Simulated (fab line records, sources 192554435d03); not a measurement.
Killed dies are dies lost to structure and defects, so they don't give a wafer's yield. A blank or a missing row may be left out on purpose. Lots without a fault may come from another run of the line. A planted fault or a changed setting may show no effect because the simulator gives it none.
Chamber matching | flow n5_finfet | N5_MOL_CONTACT_COAG_ETCH_106 on rie_diel-02: 4 sister chambers
The step etches SOC in N2/H2, target depth 80 nm, overetch 16 nm, time 120 s. 16 wafers are shown with their chamber, then 8 later ones without.

WAFERS WITH THEIR CHAMBER
wafer  | chamber | showerhead_plenum_p_Torr (Torr) | throttle_valve_pct (%) | oes_product_au (a.u.)
L076.3 | 2       | 2.58                            | 17.8                   | 0.73
L076.4 | 3       | 2.51                            | 17.8                   | 0.66
L076.6 | 0       | 2.54                            | 17.7                   | 0.72
L077.3 | 1       | 2.68                            | 17.3                   | 0.76
L077.4 | 0       | 2.54                            | 17.7                   | 0.71
L077.6 | 1       | 2.68                            | 17.3                   | 0.77
L079.1 | 2       | 2.58                            | 17.8                   | 0.72
L079.2 | 1       | 2.68                            | 17.3                   | 0.76
L079.4 | 0       | 2.54                            | 17.7                   | 0.72
L083.1 | 3       | 2.51                            | 17.9                   | 0.65
L083.4 | 2       | 2.57                            | 17.8                   | 0.71
L083.5 | 0       | 2.54                            | 17.7                   | 0.71
L082.1 | 1       | 2.68                            | 17.3                   | 0.75
L082.2 | 0       | 2.54                            | 17.7                   | 0.71
L082.6 | 1       | 2.68                            | 17.3                   | 0.76
L085.2 | 2       | 2.57                            | 17.8                   | 0.71

SIGNATURES (means of the wafers above)
reading                  | chamber 0 | chamber 1 | chamber 2 | chamber 3 | scatter within a chamber
showerhead_plenum_p_Torr | 2.5400    | 2.6800    | 2.5750    | 2.5100    | 0.00289
throttle_valve_pct       | 17.700    | 17.300    | 17.800    | 17.850    | 0.0204
oes_product_au           | 0.7140    | 0.7600    | 0.7175    | 0.6550    | 0.00733
Rule: a wafer's distance from a chamber is the root of the sum, over the readings, of the square of ((its reading less the chamber's mean) divided by the reading's scatter). The wafer belongs to the nearest chamber; if the next one is less than 2 further off, it can't be placed. The scatter: the root of (the sum of the squares of (reading less its chamber's mean) over the shown wafers, divided by (wafers less chambers)).

WAFERS WITHOUT THEIR CHAMBER
wafer  | showerhead_plenum_p_Torr (Torr) | throttle_valve_pct (%) | oes_product_au (a.u.)
L085.4 | 2.53                            | 17.7                   | 0.70
L085.5 | 2.57                            | 17.8                   | 0.72
L095.1 | 2.52                            | 17.8                   | 0.68
L095.3 | 2.56                            | 17.9                   | 0.68
L095.4 | 2.66                            | 17.4                   | 0.72
L097.1 | 2.56                            | 17.9                   | 0.69
L097.5 | 2.56                            | 17.9                   | 0.69
L097.6 | 2.49                            | 17.9                   | 0.63

WHICH CHAMBER EACH WENT THROUGH
wafer  | from the rows above | in truth
L085.4 | 0                   | 0
L085.5 | 2                   | 2
L095.1 | 3                   | 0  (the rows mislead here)
L095.3 | 2                   | 2
L095.4 | 1                   | 1
L097.1 | 2                   | 2
L097.5 | 2                   | 2
L097.6 | 3                   | 3
Placed correctly: 7 of 8. Can't be placed from these rows: 0. Placed wrongly: 1.
